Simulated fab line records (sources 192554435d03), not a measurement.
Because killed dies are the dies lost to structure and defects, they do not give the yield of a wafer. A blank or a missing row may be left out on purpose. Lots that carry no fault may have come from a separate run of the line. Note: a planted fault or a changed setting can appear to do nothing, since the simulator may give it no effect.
Chamber matching ; flow n5Finfet ; 4 sister chambers for N5_BEOL_M8_ETCH_65 on rieDiel-02
The step etches SiARC in CF4, target depth 15.6 nm, time 26 s. 4 wafers are shown with their chamber, then 12 later ones without.

## WAFERS WITH THEIR CHAMBER
wafer;chamber;showerheadPlenumPTorr (Torr)
L087.2;3;2.14
L086.3;0;2.06
L090.1;1;2.13
L090.6;2;2.13

## WAFERS WITH NO CHAMBER GIVEN
wafer;showerheadPlenumPTorr (Torr)
L091.1;2.13
L091.4;2.05
L091.6;2.13
L092.3;2.12
L092.4;2.05
L092.6;2.12
L095.2;2.12
L095.5;2.12
L095.6;2.14
L096.1;2.05
L096.2;2.12
L096.3;2.13

## WHICH CHAMBER EACH ONE RAN IN
wafer;from the rows above;in truth
L091.1;can't be placed: 1 or 2 or 3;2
L091.4;0;0
L091.6;can't be placed: 1 or 2 or 3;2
L092.3;can't be placed: 1 or 2 or 3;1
L092.4;0;0
L092.6;can't be placed: 1 or 2 or 3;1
L095.2;can't be placed: 1 or 2 or 3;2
L095.5;can't be placed: 1 or 2 or 3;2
L095.6;can't be placed: 3 or 1 or 2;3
L096.1;0;0
L096.2;can't be placed: 1 or 2 or 3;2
L096.3;can't be placed: 1 or 2 or 3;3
Placed correctly: 3 of 12. Can't be placed from these rows: 9 (the true chamber is among the candidates in 9). 0 placed wrongly.
How it was worked out, from the rows above alone: a wafer's distance from a chamber is the root of the sum, over the readings, of the square of ((its reading less the chamber's mean) divided by the reading's scatter). The wafer belongs to the nearest chamber; if the next one is less than 2 further off, it can't be placed. Each chamber's mean is taken over the wafers shown for it. The scatter: with one shown wafer a chamber, the root of the mean of the squares of how far each hidden wafer lies from its nearest shown one.
